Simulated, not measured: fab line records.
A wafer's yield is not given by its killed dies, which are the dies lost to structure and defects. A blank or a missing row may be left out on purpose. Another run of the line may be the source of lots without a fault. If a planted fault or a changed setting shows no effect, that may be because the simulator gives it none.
fab line records ; flow n5_finfet ; part 2 of 2: steps 24 to 30 of 30
[record] lots = 5; wafers = 15; last_day = 18
route steps=1938 shown HKMG_FIN@411
lots that met no fault: from a run of the same line without faults
start_h: hours from the record's opening day to when the first of the lot's shown wafers began ; wait_h: hours from the lot's prior step to this one ; " as in the row above ; L1.1+2: one row covering several wafers at once ; - value missing, or start not given ; * or withheld: withheld ; < > ~ a bound
route shown NAME@n: a module of which the file shows steps, and the number in the route of the first ; usual: the fault-free wafers' mean and standard deviation ; same: alike in all rows ; chamber/n: place in a boat ; sites: readings site by site ; _std_site: their standard deviation ; _edge_site: mean of outer sites minus mean of inner sites ; radius_mm: how far each site lies from the wafer's centre ; mask NAME#n: copy n ; behind: tool/chamber where the wafer was last shaped ; hold: cause of the lot's hold/its duration in hours/its outcome ; device: which transistor (n, p or np) failed to switch ; end of line: the tests these same wafers got at the end of their route ; a step with no rows: only its recipe ; killed: dies that structure and defects cost at the first sort, which is not the same as the wafer's yield ; map: per-die view of a wafer (x killed, . not killed, _ where there is no die)
set.NAME: the setting as run; set.NAME@STEP: as run at that earlier step ; model.NAME: the simulator's own value behind a step, which no gauge read
lots at selected steps of the route; one table per step, one row per wafer
services: a tool's chamber out of use, with start hour (start_h, from the record's first day; less than 0 if before it), hours out, and reason
[[steps]]
[step N5_HKMG_FIN_ETCH_31]
[recipe] chemistry = CF4; target = SiARC; target_depth_a = 455; mask_material = CAR-ArF; time_s = 75.8; ion_energy_ev = 80; pressure_mtorr = 40; source_w = 545; bias_w = 36; Ar_flow_sccm = 100; cf4_flow_sccm = 100; ends = cleared
[usual] drypump_motor_current_A = 5.5/0.36; etch_rf_on_time_s = 75.0/1.7; oes_product_au = 0.70/0.083; rf_vpp_V = 184.1/1.1; showerhead_plenum_p_Torr = 2.15/0.079; throttle_valve_pct = 15.56/0.24
lot.wafer;tool;chamber;start_h;wait_h;drypump_motor_current_A;etch_rf_on_time_s;oes_product_au;rf_hours_counter_h;rf_vpp_V;showerhead_plenum_p_Torr;throttle_valve_pct
L082.1;rie_diel-03;0;126.29;0.0;5.3;76.9;0.66;119;182.7;2.07;15.59
L082.3;rie_diel-03;1;126.29;0.0;5.3;71.2;0.81;21;186.8;2.27;15.14
L082.6;rie_diel-03;3;126.29;0.0;5.5;77.0;0.69;-;184.1;2.26;15.46
L088.1;rie_diel-01;2;161.17;0.0;6.0;75.0;0.59;232;184.0;2.03;15.84
L088.4;rie_diel-01;0;161.17;0.0;5.5;75.1;0.79;-;183.0;2.11;15.45
L088.6;rie_diel-01;2;161.17;0.0;6.0;75.0;0.60;-;184.4;2.03;15.85
L089.2;rie_diel-01;2;167.29;0.0;5.9;75.6;0.59;235;183.1;2.03;15.84
L089.5;rie_diel-01;3;167.29;0.0;4.9;73.7;0.78;-;184.3;2.18;15.37
L089.6;rie_diel-01;2;167.29;0.0;6.0;75.3;0.59;-;183.1;2.03;15.84
L093.1;rie_diel-01;2;189.60;0.0;5.9;74.8;0.58;244;183.8;2.03;15.87
L093.4;rie_diel-01;1;189.60;0.0;5.2;73.4;0.80;5;183.8;2.20;15.37
L093.6;rie_diel-01;3;189.60;0.0;5.0;72.0;0.79;-;184.5;2.18;15.39
L094.4;rie_diel-04;2;196.66;0.0;5.4;78.2;0.68;-;184.1;2.16;15.32
L094.5;rie_diel-04;1;196.66;0.0;6.5;73.3;0.74;-;183.2;2.10;15.84
L094.6;rie_diel-04;3;196.66;0.0;5.8;74.1;0.79;-;185.4;2.27;15.53
[step N5_HKMG_FIN_ETCH_32]
[recipe] chemistry = N2/H2; target = SOC; target_depth_a = 2400; temp_c = 40; time_s = 300; ion_energy_ev = 200; mask_material = SiARC; pressure_mtorr = 30; source_w = 840; bias_w = 150; n2_flow_sccm = 200; h2_flow_sccm = 200
[usual] drypump_motor_current_A = 5.5/0.36; oes_product_au = 0.82/0.097; rf_vpp_V = 524.1/3; showerhead_plenum_p_Torr = 2.54/0.098; throttle_valve_pct = 17.75/0.25
lot.wafer;tool;chamber;start_h;wait_h;drypump_motor_current_A;oes_product_au;rf_hours_counter_h;rf_vpp_V;showerhead_plenum_p_Torr;throttle_valve_pct
L082.1;rie_diel-03;0;126.34;0.0;5.3;0.78;119;522.5;2.46;17.77
L082.3;rie_diel-03;1;126.34;0.0;5.4;0.95;21;526.8;2.69;17.36
L082.6;rie_diel-03;3;126.34;0.0;5.4;0.82;-;527.5;2.69;17.61
L088.1;rie_diel-01;2;161.23;0.0;5.9;0.69;232;520.7;2.40;18.04
L088.4;rie_diel-01;0;161.23;0.0;5.5;0.93;-;522.3;2.49;17.67
L088.6;rie_diel-01;2;161.23;0.0;5.9;0.69;-;519.9;2.40;18.03
L089.2;rie_diel-01;2;167.35;0.0;6.0;0.70;235;520.2;2.40;18.02
L089.5;rie_diel-01;3;167.35;0.0;5.0;0.93;-;526.2;2.58;17.50
L089.6;rie_diel-01;2;167.35;0.0;6.0;0.69;-;519.8;2.40;18.03
L093.1;rie_diel-01;2;189.66;0.0;5.9;0.68;244;519.2;2.39;18.04
L093.4;rie_diel-01;1;189.66;0.0;5.2;0.94;5;527.0;2.62;17.61
L093.6;rie_diel-01;3;189.66;0.0;4.9;0.91;-;525.5;2.58;17.50
L094.4;rie_diel-04;2;196.78;0.1;5.4;0.79;-;524.6;2.56;17.44
L094.5;rie_diel-04;1;196.78;0.1;6.5;0.86;-;523.4;2.47;18.11
L094.6;rie_diel-04;3;196.78;0.1;5.9;0.93;-;527.8;2.71;17.85
[step N5_HKMG_FIN_STRIP_33]
[recipe] chemistry = N2/H2; temp_c = 40; n2_flow_sccm = 200; h2_flow_sccm = 200; rf_frequency_hz = 6e+07
lot.wafer;tool;chamber;start_h;wait_h
L082.1+3+6;rie_diel-03;0,1,3;126.52;0.1
L088.1+4+6;rie_diel-01;2,0,2;161.41;0.1
L089.2+5+6;rie_diel-01;2,3,2;167.53;0.1
L093.1+4+6;rie_diel-01;2,1,3;189.84;0.1
L094.4+5+6;rie_diel-04;2,1,3;196.88;0.0
[step N5_HKMG_FIN_STRIP_34]
[recipe] chemistry = CF4; resist = SiARC; power_w = 300; bias_power_w = 75; pressure_mtorr = 50; cf4_flow_sccm = 150; rf_frequency_hz = 6e+07
[usual] drypump_motor_current_A = 5.5/0.36; oes_product_au = 0.81/0.088; rf_vpp_V = 271.2/1.6; showerhead_plenum_p_Torr = 1.80/0.067; throttle_valve_pct = 13.52/0.26
lot.wafer;tool;chamber;start_h;wait_h;drypump_motor_current_A;oes_product_au;rf_hours_counter_h;rf_vpp_V;showerhead_plenum_p_Torr;throttle_valve_pct
L082.1;rie_diel-03;0;126.53;0.0;5.4;0.78;119;270.4;1.74;13.56
L082.3;rie_diel-03;1;126.53;0.0;5.3;0.90;21;272.6;1.89;13.07
L082.6;rie_diel-03;3;126.53;0.0;5.5;0.80;-;273.8;1.90;13.42
L088.1;rie_diel-01;2;161.42;0.0;5.9;0.69;232;268.7;1.71;13.85
L088.4;rie_diel-01;0;161.42;0.0;5.5;0.91;-;270.5;1.77;13.36
L088.6;rie_diel-01;2;161.42;0.0;6.0;0.69;-;270.1;1.71;13.85
L089.2;rie_diel-01;2;167.54;0.0;5.9;0.69;235;270.3;1.71;13.84
L089.5;rie_diel-01;3;167.54;0.0;4.9;0.90;-;273.3;1.83;13.33
L089.6;rie_diel-01;2;167.54;0.0;5.9;0.68;-;269.4;1.71;13.86
L093.1;rie_diel-01;2;189.85;0.0;5.9;0.68;244;269.0;1.70;13.88
L093.4;rie_diel-01;1;189.85;0.0;5.2;0.91;5;271.6;1.84;13.32
L093.6;rie_diel-01;3;189.85;0.0;4.9;0.89;-;270.5;1.83;13.34
L094.4;rie_diel-04;2;196.89;0.0;5.4;0.80;-;272.0;1.80;13.27
L094.5;rie_diel-04;1;196.89;0.0;6.5;0.84;-;270.9;1.76;13.77
L094.6;rie_diel-04;3;196.89;0.0;5.8;0.90;-;273.5;1.90;13.50
[step N5_HKMG_FIN_ETCH_35]
[recipe] chemistry = N2/H2; target = SOC; target_depth_a = 2158; ion_energy_ev = 65; bias_w = 5; source_w = 3000; time_s = 243.4; pressure_mtorr = 30; n2_flow_sccm = 200; h2_flow_sccm = 200
[usual] drypump_motor_current_A = 5.5/0.36; oes_product_au = 0.82/0.098; rf_vpp_V = 141.5/1.1; showerhead_plenum_p_Torr = 2.54/0.098; throttle_valve_pct = 17.76/0.25
lot.wafer;tool;chamber;start_h;wait_h;drypump_motor_current_A;oes_product_au;rf_hours_counter_h;rf_vpp_V;showerhead_plenum_p_Torr;throttle_valve_pct
L082.1;rie_diel-03;0;126.55;0.0;5.4;0.78;119;141.4;2.46;17.78
L082.3;rie_diel-03;1;126.55;0.0;5.3;0.93;21;141.2;2.69;17.35
L082.6;rie_diel-03;3;126.55;0.0;5.5;0.79;-;143.3;2.69;17.63
L088.1;rie_diel-01;2;161.44;0.0;5.9;0.70;232;139.7;2.40;18.03
L088.4;rie_diel-01;0;161.44;0.0;5.5;0.94;-;140.5;2.49;17.68
L088.6;rie_diel-01;2;161.44;0.0;5.9;0.70;-;140.8;2.40;18.02
L089.2;rie_diel-01;2;167.56;0.0;6.0;0.69;235;140.5;2.40;18.03
L089.5;rie_diel-01;3;167.56;0.0;5.0;0.92;-;142.0;2.58;17.52
L089.6;rie_diel-01;2;167.56;0.0;6.0;0.69;-;139.4;2.40;18.04
L093.1;rie_diel-01;2;189.87;0.0;5.9;0.67;244;139.6;2.39;18.05
L093.4;rie_diel-01;1;189.87;0.0;5.3;0.94;5;141.8;2.62;17.62
L093.6;rie_diel-01;3;189.87;0.0;5.0;0.92;-;141.5;2.58;17.52
L094.4;rie_diel-04;2;196.98;0.1;5.4;0.79;-;142.1;2.56;17.44
L094.5;rie_diel-04;1;196.98;0.1;6.5;0.86;-;141.3;2.47;18.12
L094.6;rie_diel-04;3;196.98;0.1;5.9;0.92;-;143.3;2.71;17.87
[step N5_HKMG_FIN_STRIP_92]
[recipe] chemistry = N2/H2; material = SOC; time_s = 20; power_w = 500; temp_c = 40; pressure_mtorr = 50; rf_frequency_hz = 6e+07; bias_power_w = 8; h2_frac = 0.5; n2_flow_sccm = 300; h2_flow_sccm = 300
[usual] drypump_motor_current_A = 5.5/0.37; oes_product_au = 0.82/0.097; rf_vpp_V = 54.3/0.81; showerhead_plenum_p_Torr = 3.36/0.12; throttle_valve_pct = 18.9/0.35
lot.wafer;tool;chamber;start_h;wait_h;drypump_motor_current_A;oes_product_au;rf_hours_counter_h;rf_vpp_V;showerhead_plenum_p_Torr;throttle_valve_pct
L082.1;rie_diel-03;0;126.70;0.1;5.4;0.77;119;54.0;3.25;18.6
L082.3;rie_diel-03;1;126.70;0.1;5.3;0.95;21;54.6;3.55;18.6
L082.6;rie_diel-03;3;126.70;0.1;5.5;0.81;-;55.0;3.54;18.7
L088.1;rie_diel-01;2;161.59;0.1;6.0;0.70;232;53.1;3.18;19.4
L088.4;rie_diel-01;0;161.59;0.1;5.5;0.92;-;54.3;3.29;19.0
L088.6;rie_diel-01;2;161.59;0.1;6.0;0.69;-;54.1;3.18;19.5
L089.2;rie_diel-01;2;167.71;0.1;6.0;0.70;235;54.2;3.17;19.5
L089.5;rie_diel-01;3;167.71;0.1;5.0;0.93;-;54.4;3.41;18.6
L089.6;rie_diel-01;2;167.71;0.1;6.0;0.69;-;53.0;3.17;19.5
L093.1;rie_diel-01;2;190.02;0.1;5.9;0.68;244;54.1;3.17;19.5
L093.4;rie_diel-01;1;190.02;0.1;5.3;0.94;5;55.2;3.45;18.7
L093.6;rie_diel-01;3;190.02;0.1;4.9;0.92;-;54.9;3.40;18.7
L094.4;rie_diel-04;2;197.08;0.0;5.4;0.79;-;54.0;3.38;18.3
L094.5;rie_diel-04;1;197.08;0.0;6.5;0.86;-;54.7;3.27;19.6
L094.6;rie_diel-04;3;197.08;0.0;5.9;0.93;-;53.8;3.57;19.2
[step N5_HKMG_FIN_WET_ETCH_18]
[recipe] chemistry = SC1; target = TiN; mix = 1:1:5; temp_c = *; time_s = 55; target_depth_nm = 5.2; dry = ipa_marangoni; rinse_time_s = 30; rinse_temp_c = 23
lot.wafer;tool;chamber;start_h;wait_h
L082.1+3+6;wet_bench-03;1,2,4;126.78;0.1
L088.1+4+6;wet_bench-02;3,0,1;161.67;0.1
L089.2+5+6;wet_bench-02;7,4,3;167.79;0.1
L093.1+4+6;wet_bench-06;6,7,3;190.10;0.1
L094.4+5+6;wet_bench-02;7,6,2;197.13;0.0
[[services]]
tool;chamber;start_h;hours;kind
ald_metal-03;3;103.73;3.1;repair
rie_diel-03;-;111.08;2.8;pm
arfi_scanner-03;-;120.78;1.0;pm
rie_diel-01;0;128.11;-;clean
rie_diel-01;0;128.11;-;consumable_replace:focus_ring
ald_metal-03;1;132.59;27.8;repair
arfi_scanner-02;-;133.02;4.9;pm
arfi_scanner-03;-;137.63;0.8;pm
ald_metal-01;3;139.18;7.2;repair
rie_diel-03;1;141.39;6.8;repair
arfi_scanner-02;-;141.61;1.0;pm
ald_metal-03;0;142.20;16.5;repair
arfi_scanner-03;-;147.43;1.3;pm
rie_diel-03;0;149.41;9.5;repair
arfi_scanner-01;-;150.07;3.1;pm
rie_diel-01;1;153.53;-;clean
rie_diel-04;2;165.85;1.5;repair
thermal_cvd_si-02;1;169.14;77.8;repair
arfi_scanner-03;-;169.23;1.0;pm
rie_diel-04;0;170.71;17.3;repair
arfi_scanner-01;-;170.94;1.0;pm
rie_diel-01;3;183.63;4.1;repair
arfi_scanner-02;-;192.38;1.1;repair
ald_metal-03;-;196.43;0.6;repair
